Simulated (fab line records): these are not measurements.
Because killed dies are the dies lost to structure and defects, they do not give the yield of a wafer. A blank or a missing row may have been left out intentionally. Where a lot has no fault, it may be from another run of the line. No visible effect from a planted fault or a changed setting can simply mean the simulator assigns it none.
A single fault, viewed from 2 desks ; flow n5 finfet ; what lay behind the numbers comes last; until then each desk has only its own

== THE DEFECT DESK ==
Lot by lot, what the route's inspections counted, given as the mean of those sampled wafers with a number. The brackets show how far a lot's mean lies from the usual mean; more than 4 standard deviations puts the lot out of limits, marked OUT.
Columns: A = raw defect count at N5_BEOL_M13_INSPECT_55, usual 72
lot;first seen here;A
L130;day 11 09:44;79
L132;day 11 12:59;66
L134;day 12 19:07;44
L146;day 15 11:02;80
L145;day 15 12:37;45
L149;day 16 05:56;73
L151;day 16 17:44;77
This desk's finding: nothing out of limits on any of the 7 lots.

== AT THE METROLOGY DESK ==
Lot by lot, what the gauges showed, no matter which tool ran the lot: averages of those sampled wafers that carry a number. The brackets show how far a lot's mean lies from the usual mean; more than 4 standard deviations puts the lot out of limits, marked OUT. Readings shown: 7 out of 27 (the first out of limits, and those lying furthest out on some lot).
Columns: A = M13_THK at N5_BEOL_M13_THK_MEAS_50, usual 422 nm; B = M13_RS at N5_BEOL_M13_RS_MEAS_54, usual 0.0446 ohm/sq; C = COMB_M12 at N5_BEOL_M15_RC_MEAS_101, usual 7.1e-12 S/m; D = SERP_M13 at N5_BEOL_M15_RC_MEAS_101, usual 0.306 ohm/um; E = SERP_M13_max_site at N5_BEOL_M15_RC_MEAS_101, usual 0.309 ohm/um; F = SERP_M14 at N5_BEOL_M15_RC_MEAS_101, usual 0.1613 ohm/um; G = SERP_M5 at N5_BEOL_M15_RC_MEAS_101, usual 38.7 ohm/um
lot;first seen here;A;B;C;D;E;F;G
L130;day 11 09:35;428;0.0441;8.0e-12;0.302;0.306;0.1604;38.3
L132;day 11 12:50;428;0.0440;8.0e-12;0.301;0.305;0.1600;38.3
L134;day 12 18:58;418;0.0450;6.5e-12;0.308;0.311;0.1683;39.5
L146;day 15 10:53;404;0.0474 (+4.2) OUT;5.9e-12;0.327;0.330;0.1598;36.1
L145;day 15 12:27;400;0.0472;9.1e-12;0.326;0.329;0.1615;39.4
L149;day 16 05:47;419;0.0449;7.8e-12;0.309;0.312;0.1612;39.7
L151;day 16 17:34;423;0.0445;8.1e-12;0.304;0.308;0.1619;38.1
This desk finds L146 out of limits, with the earliest case on L146 at day 15 11:01 (M13_RS at N5_BEOL_M13_RS_MEAS_54). In limits: L130, L132, L134, L145, L149, L151.

== TAKEN TOGETHER ==
The metrology desk could have raised an alarm at day 15 11:01, on L146.
Nothing the defect desk looked at was out of limits.
The defect desk has L146 on record, within its limits.
All the named lots went through N5_BEOL_M13_ECD_47 on ecd cu-02.

== WHAT THE SIMULATOR HAD PUT IN ==
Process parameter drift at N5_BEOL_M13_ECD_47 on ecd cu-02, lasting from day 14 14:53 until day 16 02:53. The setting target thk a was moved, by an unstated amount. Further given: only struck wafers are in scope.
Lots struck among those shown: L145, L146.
Time in hours between the start of the fault and the first out-of-limits reading at each desk: metrology desk, 20.
